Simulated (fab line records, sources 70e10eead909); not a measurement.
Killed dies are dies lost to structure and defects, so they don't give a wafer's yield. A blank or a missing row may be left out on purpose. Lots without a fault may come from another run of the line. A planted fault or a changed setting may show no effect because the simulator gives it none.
fab line records | flow nand_harc
record lots=6 wafers=18 last_day=32
route steps=1302 shown A_DECK1_JOINT@541 A_ONON_D2@545 END@1302
lots that met no fault: from a run of the same line without faults
start_h: hours from the record's first day to the start of the lot's first wafer shown | wait_h: hours since the lot's step before | " the same as in the row above | L1.1+2: a row that stands for several wafers | - no value, or no start given | * or withheld: withheld | < > ~ a bound
route shown NAME@n: a module of which the file shows steps, and the number in the route of the first | usual: mean/standard deviation of fault-free wafers | same: alike in all rows | chamber/n: place in a boat | sites: the reading at each site | _std_site: their standard deviation | _edge_site: outer sites' mean less inner sites' | radius_mm: how far each site lies from the wafer's centre | mask NAME#n: copy n | behind: the tool/chamber that last shaped the wafer | hold: why the lot was held/for how many hours/how that ended | device: the transistor (n, p or np) that didn't switch | end of line: the same wafers' tests at the end of the route | a step without rows: its recipe alone | killed: dies lost to structure and defects at the first sort, not the wafer's yield | map: a wafer's dies, x killed, . not, _ none there
set.NAME: the setting as run; set.NAME@STEP: as run at that earlier step | model.NAME: the simulator's own value behind a step, which no gauge read
lots at some steps of the route; a table a step, a row a wafer
services: from which hour (start_h, from the record's first day; less than 0 if before it) a tool's chamber was out of use, for how many hours, and why
## steps
# step NHARC_A_DECK1_JOINT_SRD_15
# step NHARC_A_DECK1_JOINT_DEP_16
# recipe target_thk_a=450 temp_c=400 pressure_torr=6.5 rf_w=900 teos_flow_sccm=161.4 flow_sccm=2650 target_thk_nm=45 gas=O2 material=SiO2
# usual heater_power_w=623/90 throttle_valve_pct=16.3/0.48
# columns lot.wafer tool chamber start_h wait_h heater_power_w throttle_valve_pct
L439.2 pecvd-02 2 281.98 0.2 575 15.7
L439.1 " 0 " " 671 16.7
L439.4 " 2 " " 574 15.7
L443.1 pecvd-02 0 331.65 0.1 694 17.2
L443.2 " 1 " " 612 16.7
L443.5 " 0 " " 713 17.2
L444.3 pecvd-02 1 350.04 0.1 624 16.6
L444.1 " 2 " " 483 16.0
L444.5 " 2 " " 485 15.9
L445.3 pecvd-04 2 350.06 0.1 699 15.6
L445.1 " 1 " " 600 16.2
L445.6 " 0 " " 507 16.2
L455.2 pecvd-02 1 456.16 0.2 635 16.8
L455.1 " 0 " " 693 16.8
L455.6 " 1 " " 626 16.9
L458.2 pecvd-02 2 485.74 0.1 513 15.9
L458.3 " 0 " " 753 16.7
L458.6 " 1 " " 719 16.9
# step NHARC_A_DECK1_JOINT_THK_MEAS_17
# recipe thk_meas_gauge=ellipsometry
# usual thk_nm=45.1/1.3
# columns lot.wafer tool chamber start_h wait_h thk_nm
L439.1 film_metro-02 - 282.26 0.2 46.0
L439.2 " - " " 44.1
L439.4 " - " " 45.8
L443.1 film_metro-01 - 331.90 0.2 44.9
L443.2 " - " " 44.4
L443.5 " - " " 46.8
L444.1 film_metro-02 - 350.32 0.2 43.9
L444.3 " - " " 44.7
L444.5 " - " " 46.5
L445.1 film_metro-01 - 350.34 0.2 43.4
L445.3 " - " " 44.9
L445.6 " - " " 46.6
L455.1 film_metro-01 - 456.44 0.2 44.5
L455.2 " - " " 45.7
L455.6 " - " " 45.5
L458.2 film_metro-02 - 485.99 0.2 46.3
L458.3 " - " " 45.9
L458.6 " - " " 46.4
# step NHARC_A_DECK1_JOINT_INSPECT_05
# usual raw_defect_count=291/100
# columns lot.wafer tool chamber start_h wait_h raw_defect_count
L439.1 defect_inspect-01 - 282.30 0.0 390
L439.2 " - " " 230
L439.4 " - " " 371
L443.1 defect_inspect-01 - 331.94 0.0 132
L443.2 " - " " 206
L443.5 " - " " 102
L444.1 defect_inspect-02 - 350.35 0.0 327
L444.3 " - " " 365
L444.5 " - " " 191
L445.1 defect_inspect-01 - 350.37 0.0 358
L445.3 " - " " 399
L445.6 " - " " 224
L455.1 defect_inspect-01 - 456.48 0.0 240
L455.2 " - " " 228
L455.6 " - " " 257
L458.2 defect_inspect-01 - 486.03 0.0 309
L458.3 " - " " 299
L458.6 " - " " 236
# step NHARC_A_ONON_D2_DEP_00
# recipe target_thk_a=10000 n2_flow_sccm=2750 n2o_flow_sccm=2000 nh3_flow_sccm=500 sih4_flow_sccm=210 temp_c=400
# step NHARC_A_ONON_D2_THK_MEAS_02
# recipe thk_meas_gauge=ellipsometry
# usual thk_nm=1001/11
# columns lot.wafer tool chamber start_h wait_h thk_nm
L439.1 film_metro-01 - 282.89 - 999
L439.2 " - " " 996
L439.4 " - " " 997
L443.1 film_metro-02 - 332.51 - 1000
L443.2 " - " " 999
L443.5 " - " " 1000
L444.1 film_metro-02 - 350.93 - 1001
L444.3 " - " " 1002
L444.5 " - " " 1000
L445.1 film_metro-01 - 350.94 - 1006
L445.3 " - " " 1007
L445.6 " - " " 1007
L455.1 film_metro-02 - 457.06 - 1027
L455.2 " - " " 1030
L455.6 " - " " 1028
L458.2 film_metro-01 - 486.61 - 1015
L458.3 " - " " 1015
L458.6 " - " " 1016
# step NHARC_A_ONON_D2_DEP_03
# recipe target_thk_a=10000 n2_flow_sccm=2750 n2o_flow_sccm=2000 nh3_flow_sccm=500 sih4_flow_sccm=210 temp_c=400
# step NHARC_A_ONON_D2_THK_MEAS_05
# recipe thk_meas_gauge=ellipsometry
# usual thk_nm=1000/9.7
# columns lot.wafer tool chamber start_h wait_h thk_nm
L439.1 film_metro-01 - 283.46 - 1016
L439.2 " - " " 1014
L439.4 " - " " 1016
L443.1 film_metro-01 - 333.08 - 1000
L443.2 " - " " 998
L443.5 " - " " 1001
L444.1 film_metro-01 - 351.49 - 1000
L444.3 " - " " 999
L444.5 " - " " 999
L445.1 film_metro-02 - 351.50 - 1010
L445.3 " - " " 1011
L445.6 " - " " 1011
L455.1 film_metro-02 - 457.62 - 987
L455.2 " - " " 989
L455.6 " - " " 989
L458.2 film_metro-02 - 487.17 - 985
L458.3 " - " " 986
L458.6 " - " " 982
# step NHARC_A_ONON_D2_DEP_06
# recipe target_thk_a=10000 n2_flow_sccm=2750 n2o_flow_sccm=2000 nh3_flow_sccm=500 sih4_flow_sccm=210 temp_c=400
# step NHARC_A_ONON_D2_THK_MEAS_08
# recipe thk_meas_gauge=ellipsometry
# usual thk_nm=1002/8.9
# columns lot.wafer tool chamber start_h wait_h thk_nm
L439.1 film_metro-01 - 284.02 - 995
L439.2 " - " " 993
L439.4 " - " " 995
L443.1 film_metro-02 - 333.65 - 1008
L443.2 " - " " 1010
L443.5 " - " " 1008
L444.1 film_metro-01 - 352.06 - 1010
L444.3 " - " " 1011
L444.5 " - " " 1010
L445.1 film_metro-01 - 352.08 - 1020
L445.3 " - " " 1019
L445.6 " - " " 1019
L455.1 film_metro-02 - 458.18 - 1006
L455.2 " - " " 1007
L455.6 " - " " 1006
L458.2 film_metro-01 - 487.73 - 1003
L458.3 " - " " 1004
L458.6 " - " " 1003
# step NHARC_A_ONON_D2_DEP_09
# recipe target_thk_a=10000 n2_flow_sccm=2750 n2o_flow_sccm=2000 nh3_flow_sccm=500 sih4_flow_sccm=210 temp_c=400
# step NHARC_A_ONON_D2_THK_MEAS_11
# recipe thk_meas_gauge=ellipsometry
# usual thk_nm=999/11
# columns lot.wafer tool chamber start_h wait_h thk_nm
L439.1 film_metro-02 - 284.59 - 993
L439.2 " - " " 994
L439.4 " - " " 992
L443.1 film_metro-02 - 334.21 - 1016
L443.2 " - " " 1018
L443.5 " - " " 1017
L444.1 film_metro-01 - 352.62 - 996
L444.3 " - " " 1000
L444.5 " - " " 998
L445.1 film_metro-02 - 352.64 - 1002
L445.3 " - " " 1002
L445.6 " - " " 1002
L455.1 film_metro-01 - 458.75 - 991
L455.2 " - " " 992
L455.6 " - " " 994
L458.2 film_metro-01 - 488.30 - 990
L458.3 " - " " 989
L458.6 " - " " 988
# step NHARC_A_ONON_D2_DEP_12
# recipe target_thk_a=10000 n2_flow_sccm=2750 n2o_flow_sccm=2000 nh3_flow_sccm=500 sih4_flow_sccm=210 temp_c=400
# columns lot.wafer tool chamber start_h wait_h
L439.1+2+4 pecvd_onon-03 0 284.65 0.1
L443.1+2+5 pecvd_onon-01 0 334.27 0.1
L444.1+3+5 pecvd_onon-04 0 352.67 0.1
L445.1+3+6 pecvd_onon-01 0 352.70 0.1
L455.1+2+6 pecvd_onon-04 0 458.81 0.1
L458.2+3+6 pecvd_onon-01 0 488.41 0.1
# step NHARC_A_ONON_D2_THK_MEAS_14
# recipe thk_meas_gauge=ellipsometry
# usual thk_nm=998/9.8
# columns lot.wafer tool chamber start_h wait_h thk_nm
L439.1 film_metro-02 - 285.19 - 989
L439.2 " - " " 989
L439.4 " - " " 990
L443.1 film_metro-01 - 334.78 - 469
L443.2 " - " " 469
L443.5 " - " " 470
L444.1 film_metro-01 - 353.18 - 989
L444.3 " - " " 988
L444.5 " - " " 987
L445.1 film_metro-02 - 353.21 - 462
L445.3 " - " " 463
L445.6 " - " " 462
L455.1 film_metro-02 - 459.32 - 1009
L455.2 " - " " 1008
L455.6 " - " " 1009
L458.2 film_metro-02 - 488.87 - 989
L458.3 " - " " 988
L458.6 " - " " 988
# step NHARC_A_ONON_D2_ANNEAL_15
# recipe temp_c=750 time_s=3600
# step NHARC_END_SORT_01
# recipe temp_c=25
# usual killed_at_array=53/20 killed_at_other=1/1.2 killed_at_periphery=3.7/2.6 killed_dies=58/20 killed_open=3.5/1.8 killed_short=2.4/1.7
# same gross_dies=677
# columns lot.wafer tool chamber start_h wait_h killed_at_array killed_at_other killed_at_periphery killed_dies killed_open killed_short
L443.1 prober-02 0 621.10 2.5 674 0 3 677 5 2
L443.2 prober-02 0 621.89 2.8 675 2 0 677 2 2
L443.5 prober-02 0 624.27 3.7 672 1 4 677 2 1
L445.1 prober-02 0 645.66 2.5 676 0 1 677 0 4
L445.3 prober-02 0 647.24 3.1 674 1 2 677 6 1
L445.6 prober-02 0 649.60 3.9 677 0 0 677 0 5
# killed by level:class
L443.1 A_ONON_D2:area_dep=632 A_CHANNEL_HOLE_D2:chamber_film_flake=15 A_STAIRCASE:chamber_film_flake=9 A_CHANNEL_HOLE_D1:chamber_film_flake=4 A_CONTACT:chamber_film_flake=3 A_M0:geometric_particle:open=2 A_SLIT:chamber_film_flake=2 A_WL_FILL:chamber_film_flake=2
L443.2 A_ONON_D2:area_dep=654 A_STAIRCASE:chamber_film_flake=9 A_CHANNEL_HOLE_D2:chamber_film_flake=4 A_CHANNEL_HOLE_D1:chamber_film_flake=2 THIN_TSV:chamber_film_flake=2 A_CHANNEL_FILL_D1:geometric_particle:short=1 A_SGD_CUT:geometric_particle:short=1 A_CONTACT:geometric_particle:open=1
L443.5 A_ONON_D2:area_dep=640 A_CHANNEL_HOLE_D2:chamber_film_flake=12 A_STAIRCASE:chamber_film_flake=11 A_CHANNEL_HOLE_D1:chamber_film_flake=3 P_GATE:chamber_film_flake=2 A_WL_FILL:chamber_film_flake=2 A_CONTACT:chamber_film_flake=2 P_M0:geometric_particle:open=1
L445.1 A_ONON_D2:area_dep=598 A_CHANNEL_HOLE_D1:chamber_film_flake=34 A_CHANNEL_HOLE_D2:chamber_film_flake=33 A_CONTACT:chamber_film_flake=3 A_STAIRCASE:chamber_film_flake=2 A_ONON_D1:geometric_particle:short=1 A_CHANNEL_FILL_D1:geometric_particle:short=1 A_CHANNEL_HOLE_D2:geometric_particle:short=1
L445.3 A_ONON_D2:area_dep=604 A_CHANNEL_HOLE_D2:chamber_film_flake=30 A_CHANNEL_HOLE_D1:chamber_film_flake=26 A_STAIRCASE:chamber_film_flake=4 A_CONTACT:chamber_film_flake=4 A_CHANNEL_FILL_D1:geometric_particle:open=2 A_CHANNEL_FILL_D2:geometric_particle:open=2 P_M0:geometric_particle:open=1
L445.6 A_ONON_D2:area_dep=593 A_CHANNEL_HOLE_D1:chamber_film_flake=38 A_CHANNEL_HOLE_D2:chamber_film_flake=33 A_ONON_D2:geometric_particle:short=4 A_STAIRCASE:chamber_film_flake=3 A_CONTACT:chamber_film_flake=2 A_CHANNEL_HOLE_D1:geometric_particle:short=1 A_SLIT:chamber_film_flake=1
# map L443.1 (x killed, . not)
____________x____________
_________xxxxxxx_________
_______xxxxxxxxxxx_______
______xxxxxxxxxxxxx______
_____xxxxxxxxxxxxxxx_____
____xxxxxxxxxxxxxxxxx____
____xxxxxxxxxxxxxxxxx____
___xxxxxxxxxxxxxxxxxxx___
___xxxxxxxxxxxxxxxxxxx___
__xxxxxxxxxxxxxxxxxxxxx__
__xxxxxxxxxxxxxxxxxxxxx__
_xxxxxxxxxxxxxxxxxxxxxxx_
_xxxxxxxxxxxxxxxxxxxxxxx_
_xxxxxxxxxxxxxxxxxxxxxxx_
_xxxxxxxxxxxxxxxxxxxxxxx_
_xxxxxxxxxxxxxxxxxxxxxxx_
xxxxxxxxxxxxxxxxxxxxxxxxx
xxxxxxxxxxxxxxxxxxxxxxxxx
xxxxxxxxxxxxxxxxxxxxxxxxx
xxxxxxxxxxxxxxxxxxxxxxxxx
xxxxxxxxxxxxxxxxxxxxxxxxx
_xxxxxxxxxxxxxxxxxxxxxxx_
_xxxxxxxxxxxxxxxxxxxxxxx_
_xxxxxxxxxxxxxxxxxxxxxxx_
_xxxxxxxxxxxxxxxxxxxxxxx_
_xxxxxxxxxxxxxxxxxxxxxxx_
__xxxxxxxxxxxxxxxxxxxxx__
__xxxxxxxxxxxxxxxxxxxxx__
___xxxxxxxxxxxxxxxxxxx___
___xxxxxxxxxxxxxxxxxxx___
____xxxxxxxxxxxxxxxxx____
____xxxxxxxxxxxxxxxxx____
_____xxxxxxxxxxxxxxx_____
______xxxxxxxxxxxxx______
_______xxxxxxxxxxx_______
_________xxxxxxx_________
____________x____________
# map L445.1 (x killed, . not)
____________x____________
_________xxxxxxx_________
_______xxxxxxxxxxx_______
______xxxxxxxxxxxxx______
_____xxxxxxxxxxxxxxx_____
____xxxxxxxxxxxxxxxxx____
____xxxxxxxxxxxxxxxxx____
___xxxxxxxxxxxxxxxxxxx___
___xxxxxxxxxxxxxxxxxxx___
__xxxxxxxxxxxxxxxxxxxxx__
__xxxxxxxxxxxxxxxxxxxxx__
_xxxxxxxxxxxxxxxxxxxxxxx_
_xxxxxxxxxxxxxxxxxxxxxxx_
_xxxxxxxxxxxxxxxxxxxxxxx_
_xxxxxxxxxxxxxxxxxxxxxxx_
_xxxxxxxxxxxxxxxxxxxxxxx_
xxxxxxxxxxxxxxxxxxxxxxxxx
xxxxxxxxxxxxxxxxxxxxxxxxx
xxxxxxxxxxxxxxxxxxxxxxxxx
xxxxxxxxxxxxxxxxxxxxxxxxx
xxxxxxxxxxxxxxxxxxxxxxxxx
_xxxxxxxxxxxxxxxxxxxxxxx_
_xxxxxxxxxxxxxxxxxxxxxxx_
_xxxxxxxxxxxxxxxxxxxxxxx_
_xxxxxxxxxxxxxxxxxxxxxxx_
_xxxxxxxxxxxxxxxxxxxxxxx_
__xxxxxxxxxxxxxxxxxxxxx__
__xxxxxxxxxxxxxxxxxxxxx__
___xxxxxxxxxxxxxxxxxxx___
___xxxxxxxxxxxxxxxxxxx___
____xxxxxxxxxxxxxxxxx____
____xxxxxxxxxxxxxxxxx____
_____xxxxxxxxxxxxxxx_____
______xxxxxxxxxxxxx______
_______xxxxxxxxxxx_______
_________xxxxxxx_________
____________x____________
## services
# columns tool chamber start_h hours kind
pecvd_onon-01 - 269.00 13.0 pm
pecvd-04 - 269.15 13.0 pm
pecvd-04 0 269.15 13.0 vent_cycle
pecvd-04 1 269.15 13.0 vent_cycle
pecvd-04 2 269.15 13.0 vent_cycle
pecvd-04 0 282.15 - clean
pecvd-02 - 288.22 0.7 repair
pecvd-02 0 293.24 2.4 repair
pecvd_onon-03 - 296.79 4.9 repair
pecvd_onon-04 - 311.30 13.0 pm
pecvd_onon-01 - 312.38 3.4 repair
pecvd-02 - 353.08 0.7 repair
pecvd-02 - 408.00 13.0 pm
pecvd-02 0 408.00 13.0 vent_cycle
pecvd-02 1 408.00 13.0 vent_cycle
pecvd-02 2 408.00 13.0 vent_cycle
pecvd_onon-03 - 408.00 13.0 pm
pecvd-04 - 420.86 0.9 repair
pecvd-02 0 421.00 - clean
pecvd-02 1 421.00 - clean
pecvd-02 2 421.00 - clean
pecvd-02 - 425.61 1.2 repair
pecvd_onon-01 - 450.00 13.0 pm
pecvd-04 - 450.15 13.0 pm
## key
first_sign step=NHARC_A_ONON_D2_THK_MEAS_14 reading=thk_nm direction=down sigmas=54 usual=998 struck=466
effect step=NHARC_END_SORT_01 reading=killed_at_array direction=up sigmas=32 usual=53 struck=675
more_kills_born_at NHARC_A_ONON_D2_DEP_12@pecvd_onon-01=3721
met_at NHARC_A_ONON_D2_DEP_12
struck_wafers L443.1,L443.2,L443.5,L445.1,L445.3,L445.6
later_rows_left_out L443.1,L443.2,L443.5,L445.1,L445.3,L445.6
tester_left_out L443,L445
fault kind=process_parameter_drift tool=pecvd_onon-01 chamber=0 onset_h=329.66 steps=NHARC_A_ONON_D2_DEP_12 channel=target_thk_a offset=* shape=step end_h=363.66 acts_in=* stated=*
# tester_left_out: of these lots the tester's yield and bins aren't shown, on N5 and GAA mostly nor the transistor test; their killed dies are dies lost to structure and defects alone, not to doping, threshold or leakage, so they don't give the yield
# later_rows_left_out: the simulator's readings of these wafers behind a module that went badly wrong aren't trusted and aren't shown, but for the sort
